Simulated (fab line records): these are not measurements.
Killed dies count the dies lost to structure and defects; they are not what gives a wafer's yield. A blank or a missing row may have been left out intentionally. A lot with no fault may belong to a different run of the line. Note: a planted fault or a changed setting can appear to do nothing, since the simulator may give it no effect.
Split-lot experiment :: flow n5-finfet :: route with 1938 steps; 7 lots, 39 wafers read

THE SPLIT ITSELF
At N5_DUMMY_GATE_ETCH_37 (etches SOC in N2/H2, target depth 60 nm, overetch 30 nm), the setting source-w was moved away from the recipe's 840 W on 9 of the 39 wafers read, by -15.9% to +7.7%. The other wafers ran this setting at the recipe's value.

Reading taken at the split's own step.

THE READING
rf-vpp-V, in V, at N5_DUMMY_GATE_ETCH_37 (etches SOC in N2/H2, target depth 60 nm, overetch 30 nm). Fault-free wafers of this fab line usually give 524.3 V, standard deviation 2 V.

wafer: L078.1
tool, chamber at the split: rie-diel-06, 1
source-w as run, W: 840
against the recipe: recipe
rf-vpp-V, V: 525.5
against lot-mates on the recipe: -

wafer: L078.2
tool, chamber at the split: rie-diel-06, 2
source-w as run, W: 840
against the recipe: recipe
rf-vpp-V, V: 524.5
against lot-mates on the recipe: -

wafer: L078.5
tool, chamber at the split: rie-diel-06, 3
source-w as run, W: 840
against the recipe: recipe
rf-vpp-V, V: 523.9
against lot-mates on the recipe: -

wafer: L081.1
tool, chamber at the split: rie-diel-02, 0
source-w as run, W: 706.5
against the recipe: -15.9%
rf-vpp-V, V: 552.5
against lot-mates on the recipe: +29.2

wafer: L081.2
tool, chamber at the split: rie-diel-02, 3
source-w as run, W: 840
against the recipe: recipe
rf-vpp-V, V: 525.8
against lot-mates on the recipe: -

wafer: L081.3
tool, chamber at the split: rie-diel-02, 1
source-w as run, W: 706.5
against the recipe: -15.9%
rf-vpp-V, V: 557.9
against lot-mates on the recipe: +34.6

wafer: L081.4
tool, chamber at the split: rie-diel-02, 2
source-w as run, W: 840
against the recipe: recipe
rf-vpp-V, V: 525.1
against lot-mates on the recipe: -

wafer: L081.5
tool, chamber at the split: rie-diel-02, 0
source-w as run, W: 840
against the recipe: recipe
rf-vpp-V, V: 519.1
against lot-mates on the recipe: -

wafer: L081.6
tool, chamber at the split: rie-diel-02, 1
source-w as run, W: 706.5
against the recipe: -15.9%
rf-vpp-V, V: 558.7
against lot-mates on the recipe: +35.4

wafer: L082.1
tool, chamber at the split: rie-diel-06, 0
source-w as run, W: 840
against the recipe: recipe
rf-vpp-V, V: 524.1
against lot-mates on the recipe: -

wafer: L082.2
tool, chamber at the split: rie-diel-06, 1
source-w as run, W: 840
against the recipe: recipe
rf-vpp-V, V: 527.5
against lot-mates on the recipe: -

wafer: L082.3
tool, chamber at the split: rie-diel-06, 2
source-w as run, W: 840
against the recipe: recipe
rf-vpp-V, V: 522.9
against lot-mates on the recipe: -

wafer: L082.4
tool, chamber at the split: rie-diel-06, 3
source-w as run, W: 840
against the recipe: recipe
rf-vpp-V, V: 522.5
against lot-mates on the recipe: -

wafer: L082.5
tool, chamber at the split: rie-diel-06, 0
source-w as run, W: 840
against the recipe: recipe
rf-vpp-V, V: 522.4
against lot-mates on the recipe: -

wafer: L082.6
tool, chamber at the split: rie-diel-06, 3
source-w as run, W: 840
against the recipe: recipe
rf-vpp-V, V: 523.3
against lot-mates on the recipe: -

wafer: L083.1
tool, chamber at the split: rie-diel-01, 1
source-w as run, W: 840
against the recipe: recipe
rf-vpp-V, V: 526.2
against lot-mates on the recipe: -

wafer: L083.2
tool, chamber at the split: rie-diel-01, 0
source-w as run, W: 840
against the recipe: recipe
rf-vpp-V, V: 524.1
against lot-mates on the recipe: -

wafer: L083.3
tool, chamber at the split: rie-diel-01, 2
source-w as run, W: 840
against the recipe: recipe
rf-vpp-V, V: 523.9
against lot-mates on the recipe: -

wafer: L083.4
tool, chamber at the split: rie-diel-01, 3
source-w as run, W: 840
against the recipe: recipe
rf-vpp-V, V: 521.9
against lot-mates on the recipe: -

wafer: L083.5
tool, chamber at the split: rie-diel-01, 1
source-w as run, W: 840
against the recipe: recipe
rf-vpp-V, V: 526.8
against lot-mates on the recipe: -

wafer: L083.6
tool, chamber at the split: rie-diel-01, 2
source-w as run, W: 840
against the recipe: recipe
rf-vpp-V, V: 523.3
against lot-mates on the recipe: -

wafer: L087.1
tool, chamber at the split: rie-diel-01, 3
source-w as run, W: 904.6
against the recipe: +7.7%
rf-vpp-V, V: 510.6
against lot-mates on the recipe: -14.3

wafer: L087.2
tool, chamber at the split: rie-diel-01, 2
source-w as run, W: 904.6
against the recipe: +7.7%
rf-vpp-V, V: 509.7
against lot-mates on the recipe: -15.2

wafer: L087.3
tool, chamber at the split: rie-diel-01, 0
source-w as run, W: 840
against the recipe: recipe
rf-vpp-V, V: 523.8
against lot-mates on the recipe: -

wafer: L087.4
tool, chamber at the split: rie-diel-01, 1
source-w as run, W: 840
against the recipe: recipe
rf-vpp-V, V: 524.4
against lot-mates on the recipe: -

wafer: L087.5
tool, chamber at the split: rie-diel-01, 1
source-w as run, W: 840
against the recipe: recipe
rf-vpp-V, V: 526.6
against lot-mates on the recipe: -

wafer: L087.6
tool, chamber at the split: rie-diel-01, 2
source-w as run, W: 904.6
against the recipe: +7.7%
rf-vpp-V, V: 510.1
against lot-mates on the recipe: -14.8

wafer: L089.1
tool, chamber at the split: rie-diel-06, 2
source-w as run, W: 840
against the recipe: recipe
rf-vpp-V, V: 524.4
against lot-mates on the recipe: -

wafer: L089.2
tool, chamber at the split: rie-diel-06, 3
source-w as run, W: 840
against the recipe: recipe
rf-vpp-V, V: 522.3
against lot-mates on the recipe: -

wafer: L089.3
tool, chamber at the split: rie-diel-06, 0
source-w as run, W: 840
against the recipe: recipe
rf-vpp-V, V: 520.6
against lot-mates on the recipe: -

wafer: L089.4
tool, chamber at the split: rie-diel-06, 1
source-w as run, W: 840
against the recipe: recipe
rf-vpp-V, V: 525.8
against lot-mates on the recipe: -

wafer: L089.5
tool, chamber at the split: rie-diel-06, 0
source-w as run, W: 840
against the recipe: recipe
rf-vpp-V, V: 522.0
against lot-mates on the recipe: -

wafer: L089.6
tool, chamber at the split: rie-diel-06, 1
source-w as run, W: 840
against the recipe: recipe
rf-vpp-V, V: 527.2
against lot-mates on the recipe: -

wafer: L092.1
tool, chamber at the split: rie-diel-06, 1
source-w as run, W: 781.5
against the recipe: -7.0%
rf-vpp-V, V: 538.7
against lot-mates on the recipe: +15.3

wafer: L092.2
tool, chamber at the split: rie-diel-06, 0
source-w as run, W: 840
against the recipe: recipe
rf-vpp-V, V: 522.9
against lot-mates on the recipe: -

wafer: L092.3
tool, chamber at the split: rie-diel-06, 2
source-w as run, W: 781.5
against the recipe: -7.0%
rf-vpp-V, V: 537.3
against lot-mates on the recipe: +13.9

wafer: L092.4
tool, chamber at the split: rie-diel-06, 1
source-w as run, W: 781.5
against the recipe: -7.0%
rf-vpp-V, V: 538.7
against lot-mates on the recipe: +15.3

wafer: L092.5
tool, chamber at the split: rie-diel-06, 0
source-w as run, W: 840
against the recipe: recipe
rf-vpp-V, V: 522.9
against lot-mates on the recipe: -

wafer: L092.6
tool, chamber at the split: rie-diel-06, 2
source-w as run, W: 840
against the recipe: recipe
rf-vpp-V, V: 524.3
against lot-mates on the recipe: -

THE FIT
A straight line over all 39 wafers: rf-vpp-V changes by -1.99 V for each +1% of source-w; r = -0.98; the points scatter about the line by 1.9 V.
The same after taking each lot's own level away (the mean of its wafers on the recipe; 39 wafers): -2.05 V for each +1%; r = -0.99; scatter 1.9 V.
Per that fit: largest source-w move, reading shift of 33 V.
Measured against the standard deviation above, the lots' own levels, which go from 523.33 to 524.93 V, span 0.8 times it.
So the lot-to-lot level changes the slope little: the two slopes agree.
Check: for one of the wafers moved furthest among these (-15.9%), held out of the fit, the line's prediction against its lot-mates is +33.9 V. It came out at +29.2 V against them.
Tool readings at the split's step, against how far the setting was moved: rf-vpp-V r = -0.98.

OTHER SPLITS ON THESE WAFERS
Other splits were also applied to these wafers ahead of the reading. Each is held against what the fit with the lots' levels taken away leaves over:
other split on the same wafers: N5_PMOS_HMC_CHANNEL_EPI_EPI_20 temp-c
wafers away from the commonest value: 15
r with rf-vpp-V (lot level and that fit taken away): -0.06

other split on the same wafers: N5_DUMMY_GATE_EXPOSE_12 dose-mj
wafers away from the commonest value: 15
r with rf-vpp-V (lot level and that fit taken away): +0.03

THE FILE'S OWN FIT
rf-vpp-V changes by -2.06 V for each +1% of source-w, r = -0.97.
